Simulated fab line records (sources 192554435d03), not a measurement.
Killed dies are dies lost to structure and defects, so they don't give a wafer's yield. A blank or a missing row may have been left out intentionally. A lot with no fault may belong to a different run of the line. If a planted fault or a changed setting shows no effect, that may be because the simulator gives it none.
Split-lot experiment || flow n5_finfet || on a route of 1938 steps: 7 lots, 21 wafers read

## THE SPLIT ITSELF
At N5_DUMMY_GATE_PECVD_30 (deposits SiO2 from TEOS/O2, target thk 55 nm, time 10.8 s), the setting time_s was moved away from the recipe's 10.8 s on 7 of the 21 wafers read, by -14.4% to +9.5%. For the rest of the wafers, this setting stayed at what the recipe calls for.

## FROM THE SPLIT TO THE READING: what the file shows between them, 5 steps
- N5_DUMMY_GATE_COAT_28: time 60 s, resist thk 10 nm (also split here: spin_rpm)
- N5_DUMMY_GATE_COAT_09: resist thk 30 nm
- N5_DUMMY_GATE_EBR_11
- N5_DUMMY_GATE_ETCH_31: etches SiO2 in C4F6/O2, target depth 82.5 nm, time 27.5 s
- N5_DUMMY_GATE_STRIP_41: strips in O2

## THE READING
SiO2_of_DUMMY_GATE_PECVD_30.thk_nm (the simulator's own value, which no gauge read), in nm, at N5_DUMMY_GATE_HM_OPEN_21 (chemistry CH3F/O2, target SiNx, target depth 120 nm, time 171.4 s). There is no usual value for it anywhere in the file. Across the 14 wafers here that went through the recipe, the average is 45.3 nm and the standard deviation 0.79 nm.

{"wafer": "L082.1", "tool, chamber at the split": "pecvd-04, 0", "time_s as run, s": 10.38, "against the recipe": "-3.9%", "SiO2_of_DUMMY_GATE_PECVD_30.thk_nm, nm": 42.4, "against lot-mates on the recipe": -3.6}
{"wafer": "L082.2", "tool, chamber at the split": "pecvd-04, 2", "time_s as run, s": 10.8, "against the recipe": "recipe", "SiO2_of_DUMMY_GATE_PECVD_30.thk_nm, nm": 46, "against lot-mates on the recipe": "-"}
{"wafer": "L082.3", "tool, chamber at the split": "pecvd-04, 1", "time_s as run, s": 10.38, "against the recipe": "-3.9%", "SiO2_of_DUMMY_GATE_PECVD_30.thk_nm, nm": 42.8, "against lot-mates on the recipe": -3.2}
{"wafer": "L083.4", "tool, chamber at the split": "pecvd-04, 0", "time_s as run, s": 10.8, "against the recipe": "recipe", "SiO2_of_DUMMY_GATE_PECVD_30.thk_nm, nm": 46.6, "against lot-mates on the recipe": "-"}
{"wafer": "L083.5", "tool, chamber at the split": "pecvd-04, 2", "time_s as run, s": 11.61, "against the recipe": "+7.5%", "SiO2_of_DUMMY_GATE_PECVD_30.thk_nm, nm": 50.6, "against lot-mates on the recipe": "+4.6"}
{"wafer": "L083.6", "tool, chamber at the split": "pecvd-04, 1", "time_s as run, s": 10.8, "against the recipe": "recipe", "SiO2_of_DUMMY_GATE_PECVD_30.thk_nm, nm": 45.4, "against lot-mates on the recipe": "-"}
{"wafer": "L087.2", "tool, chamber at the split": "pecvd-04, 0", "time_s as run, s": 10.8, "against the recipe": "recipe", "SiO2_of_DUMMY_GATE_PECVD_30.thk_nm, nm": 45.4, "against lot-mates on the recipe": "-"}
{"wafer": "L087.5", "tool, chamber at the split": "pecvd-04, 2", "time_s as run, s": 10.8, "against the recipe": "recipe", "SiO2_of_DUMMY_GATE_PECVD_30.thk_nm, nm": 46, "against lot-mates on the recipe": "-"}
{"wafer": "L087.6", "tool, chamber at the split": "pecvd-04, 0", "time_s as run, s": 11.83, "against the recipe": "+9.5%", "SiO2_of_DUMMY_GATE_PECVD_30.thk_nm, nm": 51.2, "against lot-mates on the recipe": "+5.5"}
{"wafer": "L088.2", "tool, chamber at the split": "pecvd-01, 0", "time_s as run, s": 9.25, "against the recipe": "-14.4%", "SiO2_of_DUMMY_GATE_PECVD_30.thk_nm, nm": 37.2, "against lot-mates on the recipe": -8.6}
{"wafer": "L088.5", "tool, chamber at the split": "pecvd-01, 2", "time_s as run, s": 10.8, "against the recipe": "recipe", "SiO2_of_DUMMY_GATE_PECVD_30.thk_nm, nm": 45.8, "against lot-mates on the recipe": "-"}
{"wafer": "L088.6", "tool, chamber at the split": "pecvd-01, 0", "time_s as run, s": 9.25, "against the recipe": "-14.4%", "SiO2_of_DUMMY_GATE_PECVD_30.thk_nm, nm": 38, "against lot-mates on the recipe": -7.8}
{"wafer": "L089.1", "tool, chamber at the split": "pecvd-04, 0", "time_s as run, s": 10.8, "against the recipe": "recipe", "SiO2_of_DUMMY_GATE_PECVD_30.thk_nm, nm": 44.6, "against lot-mates on the recipe": "-"}
{"wafer": "L089.5", "tool, chamber at the split": "pecvd-04, 0", "time_s as run, s": 9.693, "against the recipe": "-10.3%", "SiO2_of_DUMMY_GATE_PECVD_30.thk_nm, nm": 39.8, "against lot-mates on the recipe": -5.6}
{"wafer": "L089.6", "tool, chamber at the split": "pecvd-04, 1", "time_s as run, s": 10.8, "against the recipe": "recipe", "SiO2_of_DUMMY_GATE_PECVD_30.thk_nm, nm": 46.2, "against lot-mates on the recipe": "-"}
{"wafer": "L093.1", "tool, chamber at the split": "pecvd-01, 0", "time_s as run, s": 10.8, "against the recipe": "recipe", "SiO2_of_DUMMY_GATE_PECVD_30.thk_nm, nm": 43.8, "against lot-mates on the recipe": "-"}
{"wafer": "L093.3", "tool, chamber at the split": "pecvd-01, 2,1", "time_s as run, s": 10.8, "against the recipe": "recipe", "SiO2_of_DUMMY_GATE_PECVD_30.thk_nm, nm": 44.4, "against lot-mates on the recipe": "-"}
{"wafer": "L093.5", "tool, chamber at the split": "pecvd-01, 2,1", "time_s as run, s": 10.8, "against the recipe": "recipe", "SiO2_of_DUMMY_GATE_PECVD_30.thk_nm, nm": 44.4, "against lot-mates on the recipe": "-"}
{"wafer": "L094.1", "tool, chamber at the split": "pecvd-04, 0", "time_s as run, s": 10.8, "against the recipe": "recipe", "SiO2_of_DUMMY_GATE_PECVD_30.thk_nm, nm": 44.8, "against lot-mates on the recipe": "-"}
{"wafer": "L094.4", "tool, chamber at the split": "pecvd-04, 1,2", "time_s as run, s": 10.8, "against the recipe": "recipe", "SiO2_of_DUMMY_GATE_PECVD_30.thk_nm, nm": 45.6, "against lot-mates on the recipe": "-"}
{"wafer": "L094.5", "tool, chamber at the split": "pecvd-04, 1,2", "time_s as run, s": 10.8, "against the recipe": "recipe", "SiO2_of_DUMMY_GATE_PECVD_30.thk_nm, nm": 45.8, "against lot-mates on the recipe": "-"}
Where a row lists several chambers, the file gives one row for several wafers and doesn't say which wafer went through which chamber.

FIT RESULTS
A straight line over all 21 wafers: SiO2_of_DUMMY_GATE_PECVD_30.thk_nm changes by +0.573 nm for each +1% of time_s; r = +0.98; the points scatter about the line by 0.77 nm.
The same after taking each lot's own level away (the mean of its wafers on the recipe; 21 wafers): +0.582 nm for each +1%; r = +0.99; scatter 0.57 nm.
Per that fit: largest time_s move, reading shift of 8.4 nm.
Measured against the standard deviation above, the lots' own levels, which go from 44.20 to 46.00 nm, span 2.3 times it.
So the lot-to-lot level changes the slope little: the two slopes agree.
Check: with one of the wafers moved furthest among these (-14.4%) left out of the fit, the line predicts -8.34 nm for it against its lot-mates. Against them it came out at -8.6 nm.

## OTHER SPLITS APPLIED TO THESE WAFERS
These wafers also went through other splits before the reading. Each is held against what the fit with the lots' levels taken away leaves over:
{"other split on the same wafers": "N5_ZERO_LAYER_EXPOSE_08 dose_mj", "wafers away from the commonest value": 5, "r with SiO2_of_DUMMY_GATE_PECVD_30.thk_nm (lot level and that fit taken away)": -0.36}
{"other split on the same wafers": "N5_WELL_APT_COAT_02 spin_rpm", "wafers away from the commonest value": 7, "r with SiO2_of_DUMMY_GATE_PECVD_30.thk_nm (lot level and that fit taken away)": -0.12}
{"other split on the same wafers": "N5_FIN_SAQP_ALD_61 ald_cycles", "wafers away from the commonest value": 10, "r with SiO2_of_DUMMY_GATE_PECVD_30.thk_nm (lot level and that fit taken away)": "+0.31"}
{"other split on the same wafers": "N5_FIN_SAQP_COAT_50 spin_rpm", "wafers away from the commonest value": 11, "r with SiO2_of_DUMMY_GATE_PECVD_30.thk_nm (lot level and that fit taken away)": "+0.04"}
{"other split on the same wafers": "N5_FIN_SAQP_COAT_68 spin_rpm", "wafers away from the commonest value": 8, "r with SiO2_of_DUMMY_GATE_PECVD_30.thk_nm (lot level and that fit taken away)": -0.17}
{"other split on the same wafers": "N5_DUMMY_GATE_COAT_28 spin_rpm", "wafers away from the commonest value": 5, "r with SiO2_of_DUMMY_GATE_PECVD_30.thk_nm (lot level and that fit taken away)": "+0.09"}

## THE WHOLE CHAIN: every reading that the file lists as answering this split, in the file's order
{"step": "N5_DUMMY_GATE_PECVD_30", "what it does": "deposits SiO2 from TEOS/O2, target thk 55 nm, time 10.8 s", "reading": "SiO2_of_DUMMY_GATE_PECVD_30.thk_nm (the simulator's own value, which no gauge read)", "change (the file's fit)": "+0.598 nm for each +1% of the setting", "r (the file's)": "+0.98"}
{"step": "N5_DUMMY_GATE_HM_OPEN_21", "what it does": "chemistry CH3F/O2, target SiNx, target depth 120 nm, time 171.4 s", "reading": "SiO2_of_DUMMY_GATE_PECVD_30.thk_nm (the simulator's own value, which no gauge read)", "change (the file's fit)": "+0.581 nm for each +1% of the setting", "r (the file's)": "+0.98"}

## THE FILE'S OWN FIT
SiO2_of_DUMMY_GATE_PECVD_30.thk_nm changes by +0.581 nm for each +1% of time_s, r = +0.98.
